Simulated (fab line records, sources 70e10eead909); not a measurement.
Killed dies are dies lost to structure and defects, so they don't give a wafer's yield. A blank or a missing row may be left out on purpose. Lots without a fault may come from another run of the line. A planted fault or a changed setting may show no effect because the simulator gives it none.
Which tool did it? | flow nand_harc | 24 lots, 72 wafers sampled, at 5 steps of a route of 1159

WHAT THE GAUGES READ, wafer by wafer
NHARC_P_BONDPAD_THK_MEAS_33: measures by ellipsometry.
lot  | measured     | on            | thk_nm (nm)
L074 | day 6 01:02  | film_metro-02 | 201.2 200.0 200.7
L075 | day 6 17:59  | film_metro-01 | 199.2 200.7 199.8
L076 | day 6 18:54  | film_metro-02 | 201.7 200.4 201.3
L078 | day 7 10:30  | film_metro-01 | 201.2 201.3 200.2
L077 | day 7 11:07  | film_metro-02 | 200.9 200.8 199.6
L079 | day 7 16:41  | film_metro-02 | 199.6 198.7 198.3
L081 | day 7 21:41  | film_metro-02 | 201.1 200.9 201.9
L080 | day 7 22:28  | film_metro-02 | 201.7 199.7 198.1
L083 | day 8 13:12  | film_metro-02 | 199.6 200.1 200.4
L082 | day 8 13:44  | film_metro-01 | 201.5 198.4 199.5
L085 | day 9 11:13  | film_metro-01 | 198.9 200.2 199.5
L086 | day 9 20:48  | film_metro-01 | 199.7 199.8 199.2
L087 | day 9 21:35  | film_metro-01 | 200.1 198.2 199.7
L084 | day 10 03:17 | film_metro-02 | 199.1 200.6 197.8
L089 | day 10 09:55 | film_metro-01 | 199.0 197.9 199.3
L088 | day 10 10:20 | film_metro-02 | 200.3 200.8 198.4
L090 | day 10 15:37 | film_metro-01 | 197.1 200.1 198.3
L093 | day 10 22:35 | film_metro-02 | 200.0 197.8 198.9
L094 | day 10 23:19 | film_metro-02 | 200.4 201.8 201.3
L091 | day 11 00:05 | film_metro-02 | 200.9 198.2 200.9
L092 | day 11 07:52 | film_metro-02 | 196.6 197.9 201.0
L096 | day 11 18:05 | film_metro-01 | 202.5 199.8 199.0
L095 | day 11 18:35 | film_metro-01 | 197.1 200.4 199.8
L097 | day 11 22:31 | film_metro-02 | 202.8 201.1 200.8

NHARC_P_BONDPAD_OVL_MEAS_38.
lot  | measured     | on         | overlay_x_nm (nm) | overlay_y_nm (nm)
L074 | day 6 01:42  | overlay-01 | 2 2 1             | 0 0 0
L075 | day 6 18:39  | overlay-02 | 3 2 3             | -6 -6 -6
L076 | day 6 19:26  | overlay-01 | -4 -5 -5          | 9 8 8
L078 | day 7 11:02  | overlay-01 | 3 4 4             | 3 3 3
L077 | day 7 11:46  | overlay-02 | -3 -3 -3          | 7 7 7
L079 | day 7 17:22  | overlay-01 | -4 -4 -4          | -8 -8 -8
L081 | day 7 22:13  | overlay-01 | -14 -14 -14       | 7 7 8
L080 | day 7 23:07  | overlay-01 | 2 2 1             | 3 3 4
L083 | day 8 13:51  | overlay-02 | -6 -6 -6          | 3 3 4
L082 | day 8 14:23  | overlay-02 | -5 -4 -5          | 2 1 1
L085 | day 9 11:44  | overlay-02 | -3 -3 -3          | -6 -5 -5
L086 | day 9 21:27  | overlay-02 | 4 4 5             | -2 -2 -2
L087 | day 9 22:07  | overlay-01 | -8 -9 -8          | 0 1 0
L084 | day 10 03:56 | overlay-01 | -10 -11 -10       | 0 1 1
L089 | day 10 10:26 | overlay-01 | 0 0 0             | 1 1 1
L088 | day 10 11:00 | overlay-02 | 1 1 1             | -8 -7 -8
L090 | day 10 16:16 | overlay-02 | 0 0 0             | -1 -1 -1
L093 | day 10 23:15 | overlay-02 | 4 4 4             | -2 -2 -2
L094 | day 10 23:52 | overlay-02 | 9 8 8             | -5 -4 -5
L091 | day 11 00:37 | overlay-01 | 13 12 12          | 12 12 13
L092 | day 11 08:24 | overlay-01 | 3 3 3             | 0 1 1
L096 | day 11 18:46 | overlay-01 | -2 -3 -2          | -12 -12 -13
L095 | day 11 19:07 | overlay-01 | 0 0 -1            | 4 4 4
L097 | day 11 23:10 | overlay-01 | -6 -6 -5          | -1 -1 -2

WHICH TOOL RAN EACH LOT (tool, then ch and the chambers of the sampled wafers, then the start)
lot  | NHARC_P_M2_ETCH_15                            | NHARC_P_M2_DEP_33               | NHARC_P_BONDPAD_CMP_32
L074 | rie_diel-06 ch 0,2, day 6 00:03 or earlier    | pecvd-02 ch 0,1, day 6 00:03    | cmp-01 ch 2,3, day 6 00:47
L075 | rie_diel-06 ch 0,1, day 6 16:55 or earlier    | pecvd-02 ch 0,2, day 6 16:55    | cmp-01 ch 0,3, day 6 17:44
L076 | rie_diel-06 ch 0,3, day 6 17:50 or earlier    | pecvd-03 ch 0,1,2, day 6 17:50  | cmp-02 ch 2,3, day 6 18:40
L078 | rie_diel-06 ch 0,1,3, day 7 09:25 or earlier  | pecvd-04 ch 0,1,2, day 7 09:25  | cmp-01 ch 1,2, day 7 10:15
L077 | rie_diel-06 ch 0,1,2, day 7 10:04 or earlier  | pecvd-04 ch 0,1, day 7 10:04    | cmp-01 ch 1,2, day 7 10:53
L079 | rie_diel-06 ch 0,1,2, day 7 15:37 or earlier  | pecvd-04 ch 0,1,2, day 7 15:37  | cmp-03 ch 0,1,2, day 7 16:26
L081 | rie_diel-06 ch 1,2, day 7 17:44               | pecvd-03 ch 0,1,2, day 7 20:44  | cmp-01 ch 0,1,2, day 7 21:31
L080 | rie_diel-06 ch 0,1, day 7 21:28 or earlier    | pecvd-03 ch 0,1, day 7 21:28    | cmp-02 ch 0,3, day 7 22:14
L083 | rie_diel-02 ch 1,2,3, day 8 12:02 or earlier  | pecvd-04 ch 0,1,2, day 8 12:02  | cmp-03 ch 0,1,2, day 8 12:57
L082 | rie_diel-11 ch 0,2, day 8 12:42 or earlier    | pecvd-04 ch 1,2, day 8 12:42    | cmp-03 ch 2,3, day 8 13:29
L085 | rie_diel-06 ch 0,2,3, day 9 10:07 or earlier  | pecvd-02 ch 1,2, day 9 10:07    | cmp-01 ch 0,1,3, day 9 10:59
L086 | rie_diel-06 ch 0,1, day 9 19:42 or earlier    | pecvd-02 ch 0,1,2, day 9 19:42  | cmp-01 ch 0,2, day 9 20:33
L087 | rie_diel-06 ch 0,1, day 9 20:34 or earlier    | pecvd-02 ch 0,1, day 9 20:34    | cmp-02 ch 2,3, day 9 21:20
L084 | rie_diel-06 ch 0,2,3, day 10 02:13 or earlier | pecvd-04 ch 0,1,2, day 10 02:13 | cmp-03 ch 0,1,3, day 10 03:01
L089 | rie_diel-02 ch 1,3, day 10 08:50 or earlier   | pecvd-04 ch 0,2, day 10 08:50   | cmp-02 ch 0,1, day 10 09:40
L088 | rie_diel-11 ch 0,1,3, day 10 09:15 or earlier | pecvd-04 ch 0,1, day 10 09:15   | cmp-03 ch 0,1,3, day 10 10:05
L090 | rie_diel-06 ch 1,2,3, day 10 14:32 or earlier | pecvd-03 ch 0,1,2, day 10 14:32 | cmp-03 ch 1,2,3, day 10 15:22
L093 | rie_diel-06 ch 0,1, day 10 21:23 or earlier   | pecvd-03 ch 1,2, day 10 21:23   | cmp-02 ch 1,3, day 10 22:19
L094 | rie_diel-02 ch 0,2,3, day 10 22:19 or earlier | pecvd-04 ch 0,1,2, day 10 22:19 | cmp-03 ch 0,1,2, day 10 23:04
L091 | rie_diel-06 ch 0,1,2, day 10 23:09 or earlier | pecvd-04 ch 0,1,2, day 10 23:09 | cmp-02 ch 1,2, day 10 23:49
L092 | rie_diel-02 ch 0,1,3, day 11 06:47 or earlier | pecvd-03 ch 0,1,2, day 11 06:47 | cmp-03 ch 0,1, day 11 07:38
L096 | rie_diel-02 ch 0,2,3, day 11 16:49 or earlier | pecvd-04 ch 0,1, day 11 16:49   | cmp-02 ch 0,1,3, day 11 17:52
L095 | rie_diel-02 ch 0,2,3, day 11 17:16 or earlier | pecvd-02 ch 0,2, day 11 17:16   | cmp-03 ch 0,2,3, day 11 18:20
L097 | rie_diel-06 ch 0,1,3, day 11 21:23 or earlier | pecvd-03 ch 0, day 11 21:23     | cmp-03 ch 0,1,2, day 11 22:16
- NHARC_P_M2_ETCH_15: etches the open film in C4F8/Ar, target depth 182.5 nm, time 91.2 s.
- NHARC_P_M2_DEP_33: deposits SiCN, target thk 30 nm.
- NHARC_P_BONDPAD_CMP_32: polishes SiCN, target thk 200 nm.

WHAT THE TOOLS THEMSELVES READ (means of the sampled wafers that have a number; where no wafer has one, the mark that the record gives instead)
NHARC_P_M2_ETCH_15.
lot  | tool        | oes_product_au (a.u.) | rf_vpp_V (V)
L074 | rie_diel-06 | 0.959                 | 442.0
L075 | rie_diel-06 | 0.952                 | 444.8
L076 | rie_diel-06 | 0.971                 | 444.0
L078 | rie_diel-06 | 0.956                 | 444.2
L077 | rie_diel-06 | 0.946                 | 443.2
L079 | rie_diel-06 | 0.968                 | 443.3
L081 | rie_diel-06 | 0.952                 | 442.6
L080 | rie_diel-06 | 0.921                 | 443.2
L083 | rie_diel-02 | 0.972                 | 440.8
L082 | rie_diel-11 | 0.921                 | 439.2
L085 | rie_diel-06 | 0.955                 | 443.4
L086 | rie_diel-06 | 0.962                 | 444.0
L087 | rie_diel-06 | 0.918                 | 444.5
L084 | rie_diel-06 | 0.964                 | 442.6
L089 | rie_diel-02 | 0.922                 | 443.2
L088 | rie_diel-11 | 0.960                 | 439.6
L090 | rie_diel-06 | 0.969                 | 442.5
L093 | rie_diel-06 | 0.958                 | 444.8
L094 | rie_diel-02 | 0.927                 | 441.7
L091 | rie_diel-06 | 0.961                 | 443.7
L092 | rie_diel-02 | 0.924                 | 444.1
L096 | rie_diel-02 | 0.930                 | 441.3
L095 | rie_diel-02 | 0.924                 | 441.2
L097 | rie_diel-06 | 0.957                 | 443.6

NHARC_P_M2_DEP_33.
lot  | tool     | heater_power_w (W)
L074 | pecvd-02 | 688
L075 | pecvd-02 | 681
L076 | pecvd-03 | 574
L078 | pecvd-04 | 641
L077 | pecvd-04 | 622
L079 | pecvd-04 | 616
L081 | pecvd-03 | 617
L080 | pecvd-03 | 590
L083 | pecvd-04 | 556
L082 | pecvd-04 | 570
L085 | pecvd-02 | 611
L086 | pecvd-02 | 635
L087 | pecvd-02 | 617
L084 | pecvd-04 | 603
L089 | pecvd-04 | 565
L088 | pecvd-04 | 644
L090 | pecvd-03 | 608
L093 | pecvd-03 | 621
L094 | pecvd-04 | 600
L091 | pecvd-04 | 638
L092 | pecvd-03 | 569
L096 | pecvd-04 | 664
L095 | pecvd-02 | 625
L097 | pecvd-03 | 463

NHARC_P_BONDPAD_CMP_32.
lot  | tool   | motor_current_A (A)
L074 | cmp-01 | 12.5
L075 | cmp-01 | 12.1
L076 | cmp-02 | 12.0
L078 | cmp-01 | 10.9
L077 | cmp-01 | 11.0
L079 | cmp-03 | 12.3
L081 | cmp-01 | 11.0
L080 | cmp-02 | 12.9
L083 | cmp-03 | 11.8
L082 | cmp-03 | 13.1
L085 | cmp-01 | 11.9
L086 | cmp-01 | 11.3
L087 | cmp-02 | 12.1
L084 | cmp-03 | 11.8
L089 | cmp-02 | 12.4
L088 | cmp-03 | 11.5
L090 | cmp-03 | 12.7
L093 | cmp-02 | 11.7
L094 | cmp-03 | 12.0
L091 | cmp-02 | 11.7
L092 | cmp-03 | 10.9
L096 | cmp-02 | 12.2
L095 | cmp-03 | 12.3
L097 | cmp-03 | 11.9

THE ANSWER, worked out from the rows above alone
Rule: what is usual is taken from the lots themselves. Put in order of their means at a reading, lots are off if they are a third of the lots or fewer, leave a main group of 4 or more, and stand apart from it by a gap of 3 or more times the standard deviation of the main group's means; of several such gaps the widest counts. A main group whose means are all the same, to the digits that the tables above print for the reading, isn't used. A lot without any number at a reading at which 4 lots or more have one is off too. The other lots that the step has rows for count as sound. The gauges are gone through in route order, then the tools' own readings, and for those a lot's mean is taken as printed above. The first step at which some lot is off is used, and at that step the reading that is off furthest; a lot without a number counts as furthest.
No lot is off at any reading shown: from this, nothing can be told.

WHAT THE SIMULATOR HAD PUT IN
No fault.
